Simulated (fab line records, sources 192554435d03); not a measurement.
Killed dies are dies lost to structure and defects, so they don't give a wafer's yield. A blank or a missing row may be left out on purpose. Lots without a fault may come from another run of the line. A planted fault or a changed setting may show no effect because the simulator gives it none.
fab line records | flow n5_finfet
record lots=7 wafers=20 last_day=18
route steps=1938 shown BEOL_M8@1358 PASSIVATION@1936
lots that met no fault: from a run of the same line without faults
start_h: hours from the record's first day to the start of the lot's first wafer shown | wait_h: hours since the lot's step before | " the same as in the row above | L1.1+2: a row that stands for several wafers | - no value, or no start given | * or withheld: withheld | < > ~ a bound
route shown NAME@n: a module of which the file shows steps, and the number in the route of the first | usual: mean/standard deviation of fault-free wafers | same: alike in all rows | chamber/n: place in a boat | sites: the reading at each site | _std_site: their standard deviation | _edge_site: outer sites' mean less inner sites' | radius_mm: how far each site lies from the wafer's centre | mask NAME#n: copy n | behind: the tool/chamber that last shaped the wafer | hold: why the lot was held/for how many hours/how that ended | device: the transistor (n, p or np) that didn't switch | end of line: the same wafers' tests at the end of the route | a step without rows: its recipe alone | killed: dies lost to structure and defects at the first sort, not the wafer's yield | map: a wafer's dies, x killed, . not, _ none there
set.NAME: the setting as run; set.NAME@STEP: as run at that earlier step | model.NAME: the simulator's own value behind a step, which no gauge read
lots at some steps of the route; a table a step, a row a wafer
services: from which hour (start_h, from the record's first day; less than 0 if before it) a tool's chamber was out of use, for how many hours, and why
## steps
# step N5_BEOL_M8_COAT_71
# recipe resist=underlayer temp_c=205 time_s=60 spin_rpm=1500 resist_thk_nm=5
# step N5_BEOL_M8_COAT_22
# recipe resist=CAR-EUV spin_rpm=1500 resist_thk_nm=30
# step N5_BEOL_M8_EBR_24
# recipe solvent=PGMEA ebr_width_mm=1.5
# step N5_BEOL_M8_SOFTBAKE_23
# recipe temp_c=110 time_s=60 resist=CAR-EUV
# step N5_BEOL_M8_EXPOSE_25
# recipe mask_id=V7 na=0.33 source_shape=annular sigma_inner=0.4 sigma_outer=0.8 polarization=unpolarized target_cd_nm=40 dose_mj=42.5
# step N5_BEOL_M8_PEB_26
# recipe peb_temp_c=100 peb_time_s=60 resist=CAR-EUV
# step N5_BEOL_M8_DEVELOP_27
# recipe develop_time_s=30 developer=TMAH resist=CAR-EUV rinse_liquid=surfactant_rinse dry=air_spin dev_temp_c=23
# step N5_BEOL_M8_CD_MEAS_28
# recipe target_cd_nm=40 landing_energy_ev=500 detector=se_inlens
# usual cd_nm=39.98/0.23
# columns lot.wafer tool chamber start_h wait_h cd_nm
L477.1 cd_sem-03 0 231.58 - 40.44
L477.3 " 0 " " 40.06
L477.6 " 0 " " 40.04
L482.1 cd_sem-01 0 244.74 - 39.86
L482.2 " 0 " " 39.90
L482.6 " 0 " " 39.94
L486.1 cd_sem-03 0 291.51 - 39.38
L486.5 " 0 " " 39.77
L490.2 cd_sem-02 0 317.34 - 40.20
L490.3 " 0 " " 40.00
L490.4 " 0 " " 40.02
L492.1 cd_sem-02 0 325.56 - 40.23
L492.3 " 0 " " 40.31
L492.5 " 0 " " 40.10
L493.1 cd_sem-03 0 328.10 - 39.94
L493.4 " 0 " " 39.98
L493.6 " 0 " " 39.83
L495.2 cd_sem-02 0 350.39 - 39.90
L495.3 " 0 " " 39.60
L495.5 " 0 " " 39.82
# step N5_BEOL_M8_OVL_MEAS_29
# recipe points_per_wafer=522
# usual V7_OVL=-0.3/0.66
# columns lot.wafer tool chamber start_h wait_h V7_OVL[nm]
L477.1 overlay-01 0 231.61 0.0 0.1
L477.3 " 0 " " -0.6
L477.6 " 0 " " 0.5
L482.1 overlay-01 0 244.77 0.0 -0.5
L482.2 " 0 " " 0.0
L482.6 " 0 " " -0.8
L486.1 overlay-02 0 291.54 0.0 0.3
L486.5 " 0 " " -0.1
L490.2 overlay-02 0 317.37 0.0 -0.4
L490.3 " 0 " " -0.3
L490.4 " 0 " " 0.4
L492.1 overlay-02 0 325.59 0.0 -2.0
L492.3 " 0 " " -1.3
L492.5 " 0 " " -2.7
L493.1 overlay-02 0 328.13 0.0 -0.1
L493.4 " 0 " " 1.1
L493.6 " 0 " " 0.6
L495.2 overlay-01 0 350.42 0.0 0.2
L495.3 " 0 " " 0.0
L495.5 " 0 " " -0.1
# step N5_BEOL_M8_INSPECT_30
# recipe mode=adi inspect_instrument=brightfield
# usual raw_defect_count=415/99
# columns lot.wafer tool chamber start_h wait_h raw_defect_count
L477.1 defect_inspect-02 - 231.66 0.1 303
L477.3 " - " " 312
L477.6 " - " " 488
L482.1 defect_inspect-02 - 244.83 0.1 532
L482.2 " - " " 515
L482.6 " - " " 468
L486.1 defect_inspect-02 - 291.60 0.1 247
L486.5 " - " " 253
L490.2 defect_inspect-02 - 317.42 0.0 379
L490.3 " - " " 411
L490.4 " - " " 429
L492.1 defect_inspect-01 - 325.65 0.1 368
L492.3 " - " " 391
L492.5 " - " " 328
L493.1 defect_inspect-02 - 328.19 0.1 497
L493.4 " - " " 466
L493.6 " - " " 404
L495.2 defect_inspect-01 - 350.48 0.0 583
L495.3 " - " " 305
L495.5 " - " " 541
# step N5_BEOL_M8_DESCUM_33
# recipe chemistry=O2 time_s=7 source_power_w=50 bias_power_w=20 pressure_mtorr=20 rf_frequency_hz=2.712e+07 temp_c=40 resist=CAR-EUV o2_flow_sccm=225
# usual drypump_motor_current_A=5.4/0.4 oes_product_au=0.80/0.074 rf_vpp_V=243.7/1.2 showerhead_plenum_p_Torr=2.13/0.063 throttle_valve_pct=20.41/0.25
# columns lot.wafer tool chamber start_h wait_h drypump_motor_current_A oes_product_au rf_hours_counter_h rf_vpp_V showerhead_plenum_p_Torr throttle_valve_pct
L477.1 rie_diel-02 1 231.70 0.0 5.0 0.78 114 244.4 2.22 20.57
L477.3 " 2 " " 6.4 0.83 70 246.0 2.19 20.24
L477.6 " 0 " " 4.9 0.76 - 243.3 2.09 20.40
L482.1 rie_diel-05 1 245.21 0.4 5.6 0.74 162 245.6 2.22 20.25
L482.2 " 0 " " 5.4 0.84 80 241.9 2.02 20.49
L482.6 " 0 " " 5.4 0.85 - 242.8 2.02 20.49
L486.1 rie_diel-01 1 291.64 0.0 5.7 0.82 70 243.9 2.21 20.69
L486.5 " 2 " " 5.2 0.78 - 242.8 2.08 19.98
L490.2 rie_diel-05 1 317.46 0.0 5.6 0.73 185 245.1 2.21 20.30
L490.3 " 0 " " 5.4 0.81 102 242.7 2.01 20.52
L490.4 " 3 " " 5.1 0.80 127 242.9 2.11 20.66
L492.1 rie_diel-05 3 325.73 0.1 5.1 0.78 130 241.1 2.11 20.68
L492.3 " 1 " " 5.6 0.72 187 244.2 2.21 20.29
L492.5 " 3 " " 5.1 0.78 - 243.2 2.11 20.67
L493.1 rie_diel-05 3 328.23 0.0 5.1 0.79 130 242.3 2.11 20.68
L493.4 " 0 " " 5.4 0.82 104 242.1 2.01 20.53
L493.6 " 1 " " 5.6 0.73 - 243.8 2.21 20.30
L495.2 rie_diel-02 1 350.51 0.0 5.0 0.73 157 244.7 2.20 20.63
L495.3 " 3 " " 5.2 0.70 188 243.9 2.09 20.64
L495.5 " 0 " " 4.8 0.72 - 243.2 2.07 20.46
# step N5_BEOL_M8_ETCH_72
# recipe chemistry=N2/H2 target=underlayer target_depth_a=65 mask_material=CAR-EUV time_s=5.2 ion_energy_ev=200 pressure_mtorr=30 source_w=840 bias_w=150 n2_flow_sccm=200 h2_flow_sccm=200 ends=cleared
# usual drypump_motor_current_A=5.4/0.41 etch_rf_on_time_s=5.20/0.23 n2_flow_sccm=200.0/0.59 oes_product_au=0.68/0.064 rf_vpp_V=525.0/2.2 showerhead_plenum_p_Torr=2.59/0.07 throttle_valve_pct=17.9/0.31
# columns lot.wafer tool chamber start_h wait_h drypump_motor_current_A etch_rf_on_time_s n2_flow_sccm oes_product_au rf_hours_counter_h rf_vpp_V showerhead_plenum_p_Torr throttle_valve_pct
L477.1 rie_diel-02 1 231.73 0.0 5.0 5.67 199.2 0.64 114 527.6 2.68 17.9
L477.3 " 2 " " 6.4 5.28 198.9 0.71 70 526.2 2.65 17.6
L477.6 " 0 " " 4.9 5.22 200.6 0.64 - 523.6 2.55 18.0
L482.1 rie_diel-05 1 245.24 0.0 5.6 5.03 199.2 0.65 162 525.6 2.62 17.3
L482.2 " 0 " " 5.4 4.75 200.2 0.74 80 523.5 2.45 18.0
L482.6 " 0 " " 5.4 4.77 199.9 0.75 - 521.3 2.45 17.9
L486.1 rie_diel-01 1 291.67 0.0 5.7 5.35 199.6 0.69 70 525.4 2.70 18.2
L486.5 " 2 " " 5.2 5.53 199.1 0.62 - 523.5 2.56 17.7
L490.2 rie_diel-05 1 317.49 0.0 5.6 5.09 199.3 0.63 185 526.4 2.61 17.3
L490.3 " 0 " " 5.4 4.85 199.9 0.73 102 523.0 2.44 18.0
L490.4 " 3 " " 5.1 5.25 199.7 0.67 127 523.0 2.58 18.3
L492.1 rie_diel-05 3 325.77 0.0 5.1 5.30 199.9 0.66 130 525.1 2.58 18.3
L492.3 " 1 " " 5.6 5.19 200.0 0.62 187 525.0 2.61 17.4
L492.5 " 3 " " 5.1 5.29 199.7 0.66 - 523.1 2.58 18.3
L493.1 rie_diel-05 3 328.26 0.0 5.1 5.22 200.7 0.66 130 525.9 2.58 18.3
L493.4 " 0 " " 5.4 4.80 200.7 0.72 104 519.5 2.44 18.0
L493.6 " 1 " " 5.6 5.09 200.5 0.63 - 528.0 2.60 17.3
L495.2 rie_diel-02 1 350.54 0.0 5.0 5.81 201.0 0.60 157 527.1 2.67 18.0
L495.3 " 3 " " 5.2 5.00 200.6 0.62 188 524.7 2.54 18.1
L495.5 " 0 " " 4.9 5.18 199.6 0.62 - 523.0 2.53 18.0
# step N5_BEOL_M8_ETCH_65
# recipe chemistry=CF4 target=SiARC target_depth_a=156 mask_material=CAR-EUV time_s=26 ion_energy_ev=80 pressure_mtorr=40 source_w=545 bias_w=36 Ar_flow_sccm=100 cf4_flow_sccm=100 ends=cleared
# usual cf4_flow_sccm=100.04/0.29 drypump_motor_current_A=5.4/0.41 etch_rf_on_time_s=26.1/1.1 oes_product_au=0.68/0.062 rf_vpp_V=184.5/1.1 showerhead_plenum_p_Torr=2.18/0.054 throttle_valve_pct=15.56/0.25
# columns lot.wafer tool chamber start_h wait_h cf4_flow_sccm drypump_motor_current_A etch_rf_on_time_s oes_product_au rf_hours_counter_h rf_vpp_V showerhead_plenum_p_Torr throttle_valve_pct
L477.1 rie_diel-02 1 231.75 0.0 99.98 4.9 27.8 0.65 114 185.5 2.25 15.60
L477.3 " 2 " " 100.43 6.3 26.3 0.70 70 185.6 2.25 15.53
L477.6 " 0 " " 100.19 4.9 25.8 0.65 - 183.1 2.13 15.52
L482.1 rie_diel-05 1 245.26 0.0 100.57 5.6 25.7 0.64 162 185.4 2.22 15.28
L482.2 " 0 " " 100.07 5.4 24.2 0.75 80 184.6 2.08 15.67
L482.6 " 0 " " 99.89 5.4 24.1 0.75 - 183.2 2.08 15.67
L486.1 rie_diel-01 1 291.69 0.0 100.11 5.7 26.7 0.69 70 184.4 2.26 15.84
L486.5 " 2 " " 100.20 5.2 27.7 0.64 - 183.8 2.14 15.32
L490.2 rie_diel-05 1 317.51 0.0 129.78 5.6 25.4 0.63 185 183.0 2.42 16.49
L490.3 " 0 " " 129.92 5.4 23.9 0.73 102 182.9 2.27 16.90
L490.4 " 3 " " 130.10 5.1 25.6 0.69 127 183.5 2.35 16.93
L492.1 rie_diel-05 3 325.79 0.0 129.56 5.1 25.3 0.68 130 184.8 2.35 16.95
L492.3 " 1 " " 130.09 5.6 25.0 0.63 187 184.9 2.42 16.49
L492.5 " 3 " " 130.07 5.1 25.3 0.68 - 185.1 2.35 16.95
L493.1 rie_diel-05 3 328.28 0.0 130.76 5.1 25.3 0.69 130 184.5 2.35 16.95
L493.4 " 0 " " 129.99 5.4 23.7 0.74 104 183.0 2.27 16.91
L493.6 " 1 " " 129.98 5.6 25.2 0.63 - 185.0 2.42 16.48
L495.2 rie_diel-02 1 350.56 0.0 100.14 5.0 28.8 0.61 157 184.0 2.24 15.66
L495.3 " 3 " " 100.14 5.2 24.8 0.63 188 185.4 2.13 15.82
L495.5 " 0 " " 100.22 4.9 26.0 0.61 - 183.5 2.12 15.63
# step N5_BEOL_M8_ETCH_66
# recipe chemistry=N2/H2 target=SOC target_depth_a=800 overetch_a=160 mask_material=SiARC temp_c=40 time_s=120 ion_energy_ev=200 pressure_mtorr=30 source_w=840 bias_w=150 n2_flow_sccm=200 h2_flow_sccm=200
# usual drypump_motor_current_A=5.4/0.41 n2_flow_sccm=200.0/0.59 oes_product_au=0.61/0.053 rf_vpp_V=525.1/2.1 showerhead_plenum_p_Torr=2.59/0.07 throttle_valve_pct=17.8/0.3
# columns lot.wafer tool chamber start_h wait_h drypump_motor_current_A n2_flow_sccm oes_product_au rf_hours_counter_h rf_vpp_V showerhead_plenum_p_Torr throttle_valve_pct
L477.1 rie_diel-02 1 231.78 0.0 5.0 200.8 0.61 114 527.2 2.68 17.9
L477.3 " 2 " " 6.4 200.0 0.64 70 527.8 2.65 17.5
L477.6 " 0 " " 4.9 199.1 0.58 - 524.7 2.55 17.9
L482.1 rie_diel-05 1 245.29 0.0 5.6 199.3 0.57 162 527.5 2.62 17.3
L482.2 " 0 " " 5.4 199.0 0.64 80 522.8 2.45 17.9
L482.6 " 0 " " 5.4 198.7 0.65 - 522.7 2.45 17.9
L486.1 rie_diel-01 1 291.72 0.0 5.7 200.0 0.63 70 528.8 2.70 18.2
L486.5 " 2 " " 5.2 199.3 0.59 - 523.9 2.56 17.6
L490.2 rie_diel-05 1 317.54 0.0 5.6 200.7 0.55 185 527.7 2.61 17.3
L490.3 " 0 " " 5.4 199.8 0.62 102 521.4 2.44 17.9
L490.4 " 3 " " 5.1 199.8 0.61 127 523.8 2.58 18.2
L492.1 rie_diel-05 3 325.81 0.0 5.1 199.7 0.61 130 524.9 2.58 18.3
L492.3 " 1 " " 5.6 200.3 0.55 187 526.7 2.61 17.3
L492.5 " 3 " " 5.1 200.1 0.61 - 523.7 2.58 18.3
L493.1 rie_diel-05 3 328.31 0.0 5.1 200.1 0.60 130 522.5 2.58 18.3
L493.4 " 0 " " 5.4 200.0 0.62 104 521.8 2.44 17.9
L493.6 " 1 " " 5.6 200.4 0.56 - 526.0 2.60 17.3
L495.2 rie_diel-02 1 350.59 0.0 5.0 200.8 0.58 157 527.5 2.67 18.0
L495.3 " 3 " " 5.2 200.3 0.54 188 523.0 2.54 18.1
L495.5 " 0 " " 4.9 200.2 0.55 - 523.6 2.53 18.0
# step N5_PASSIVATION_PROBE_49
# usual defect_limited_yield=90.9/1.6 killed_at_M0_to_M3=34/10 killed_at_M4_up=13/5.4 killed_at_contacts=13/6 killed_at_front_end=42/13 killed_at_other=4/3.2 killed_dies=107/18 killed_open=69/14 killed_short=35/7.7 sort_bin_4_leakage=0.02/0.17 sort_bin_5_function=5.3/1 sort_bin_6_memory=3.3/0.75 sort_bin_8_speed=0.00/0.015 sort_n_pass=1073/19 sort_yield_pct=90.9/1.6
# same gross_dies=1180 killed_at_back_side=0
# columns lot.wafer tool chamber start_h wait_h defect_limited_yield[%] killed_at_M0_to_M3 killed_at_M4_up killed_at_contacts killed_at_front_end killed_at_other killed_dies killed_open killed_short sort_bin_4_leakage[%] sort_bin_5_function[%] sort_bin_6_memory[%] sort_bin_8_speed[%] sort_n_pass sort_yield_pct[%]
L482.1 prober-02 - 312.61 0.0 94.2 29 9 1 30 0 69 39 24 0 2.9 2.3 0 1111 94.2
L482.2 prober-02 - 312.66 0.1 93.3 24 13 0 40 2 79 45 32 0 4.1 2.2 0 1101 93.3
L482.6 prober-02 - 312.86 0.3 94.2 30 9 7 21 1 68 40 28 0 3.2 1.9 0 1112 94.2
L486.1 prober-01 - 357.41 0.0 91.2 37 7 6 50 4 104 65 38 0 4.7 4.0 0 1076 91.2
# killed by level:class
L482.1 BEOL_M0_SAQP:geometric_particle:open=7 FIN_SAQP:geometric_particle:short=6 BEOL_M0_SAQP:geometric_particle:short=6 FIN_SAQP:geometric_particle:open=5 HKMG_FIN:area_etch=5 DUMMY_GATE:geometric_particle:open=4 BEOL_M1:geometric_particle:open=4 BEOL_M3:geometric_particle:open=4
L482.2 FIN_SAQP:geometric_particle:short=14 FIN_SAQP:geometric_particle:open=13 BEOL_M4:geometric_particle:open=6 BEOL_M0_SAQP:geometric_particle:short=4 BEOL_M0_SAQP:geometric_particle:open=4 BEOL_M2:geometric_particle:open=4 STARTING-WAFER:geometric_particle:short=4 DUMMY_GATE:geometric_particle:open=3
L482.6 BEOL_M1:geometric_particle:open=9 BEOL_M0_SAQP:geometric_particle:short=8 STI_FIN_REVEAL:geometric_particle:open=6 BEOL_M0_SAQP:geometric_particle:open=5 MOL_CONTACT_COAG:geometric_particle:short=4 STARTING-WAFER:geometric_particle:short=4 FIN_SAQP:geometric_particle:short=3 FIN_SAQP:geometric_particle:open=3
L486.1 STI_FIN_REVEAL:geometric_particle:open=13 BEOL_M1:geometric_particle:open=12 FIN_SAQP:geometric_particle:short=10 STI_FIN_REVEAL:geometric_particle:short=7 BEOL_M0_SAQP:geometric_particle:open=7 BEOL_M0_SAQP:geometric_particle:short=7 MOL_CONTACT_COAG:geometric_particle:open=6 FIN_SAQP:geometric_particle:open=5
## services
# columns tool chamber start_h hours kind
rie_diel-05 3 264.39 4.8 repair
rie_diel-05 - 272.79 2.8 pm
rie_diel-01 1 293.56 7.0 repair
rie_diel-05 0 301.41 5.1 repair
rie_diel-02 2 322.94 2.0 repair
## key
first_sign step=N5_BEOL_M8_ETCH_65 reading=cf4_flow_sccm direction=up sigmas=99+ usual=100.04 struck=130.03
effect step=N5_BEOL_M8_ETCH_65 reading=throttle_valve_pct direction=up sigmas=4.8 usual=* struck=*
met_at N5_BEOL_M8_ETCH_65
struck_wafers L490.2,L490.3,L490.4,L492.1,L492.3,L492.5,L493.1,L493.4,L493.6
baseline_loss step=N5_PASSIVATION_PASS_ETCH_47 wafers=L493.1
onset_between 245.26 317.51
fault kind=process_parameter_drift tool=rie_diel-05 chamber=- onset_h=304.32 steps=N5_BEOL_M8_ETCH_65 channel=cf4_flow_sccm offset=30 shape=step end_h=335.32 acts_in=these_recipes_only stated=100
# baseline_loss: these wafers lose ten dies or more at that step, a loss of the line's own and not of a fault; the sort's usual values leave them out
